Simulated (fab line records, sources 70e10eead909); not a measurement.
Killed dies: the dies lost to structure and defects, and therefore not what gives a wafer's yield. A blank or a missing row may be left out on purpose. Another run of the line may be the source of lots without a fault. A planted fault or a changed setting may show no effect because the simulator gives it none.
Chamber matching + flow nand_harc + NHARC_A_CONTACT_ETCH_91 on rie_diel-11 has 4 sister chambers
The step etches the open film in CH3F/O2, target depth 40 nm, time 85.7 s. 4 wafers are shown with their chamber, then 12 later ones without.

== WAFERS WITH THEIR CHAMBER ==
| wafer  | chamber | showerhead_plenum_p_Torr (Torr) |
|--------|---------|---------------------------------|
| L086.4 | 2       | 2.55                            |
| L085.1 | 3       | 2.39                            |
| L085.3 | 1       | 2.46                            |
| L085.6 | 0       | 2.45                            |

== WAFERS WITH NO CHAMBER GIVEN ==
| wafer  | showerhead_plenum_p_Torr (Torr) |
|--------|---------------------------------|
| L090.2 | 2.39                            |
| L090.4 | 2.46                            |
| L090.5 | 2.39                            |
| L093.1 | 2.46                            |
| L093.3 | 2.44                            |
| L093.4 | 2.54                            |
| L096.1 | 2.54                            |
| L096.2 | 2.44                            |
| L096.3 | 2.39                            |
| L097.2 | 2.54                            |
| L097.4 | 2.39                            |
| L097.6 | 2.46                            |

== WHICH CHAMBER EACH WENT THROUGH ==
| wafer  | from the rows above     | in truth |
|--------|-------------------------|----------|
| L090.2 | 3                       | 3        |
| L090.4 | can't be placed: 1 or 0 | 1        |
| L090.5 | 3                       | 3        |
| L093.1 | can't be placed: 1 or 0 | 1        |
| L093.3 | can't be placed: 0 or 1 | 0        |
| L093.4 | 2                       | 2        |
| L096.1 | 2                       | 2        |
| L096.2 | can't be placed: 0 or 1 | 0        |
| L096.3 | 3                       | 3        |
| L097.2 | 2                       | 2        |
| L097.4 | 3                       | 3        |
| L097.6 | can't be placed: 1 or 0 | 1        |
Correctly placed: 7 of 12. From these rows, 5 cannot be placed; in 5 the true chamber is one of the candidates. Wrongly placed: 0.
How it was worked out, from the rows above alone: a wafer's distance from a chamber is the root of the sum, over the readings, of the square of ((its reading less the chamber's mean) divided by the reading's scatter). The wafer belongs to the nearest chamber; if the next one is less than 2 further off, it can't be placed. For every chamber, the mean is computed from those of its wafers that are shown. The scatter: root of mean squared gap, hidden wafer to nearest shown wafer, with one shown wafer a chamber.
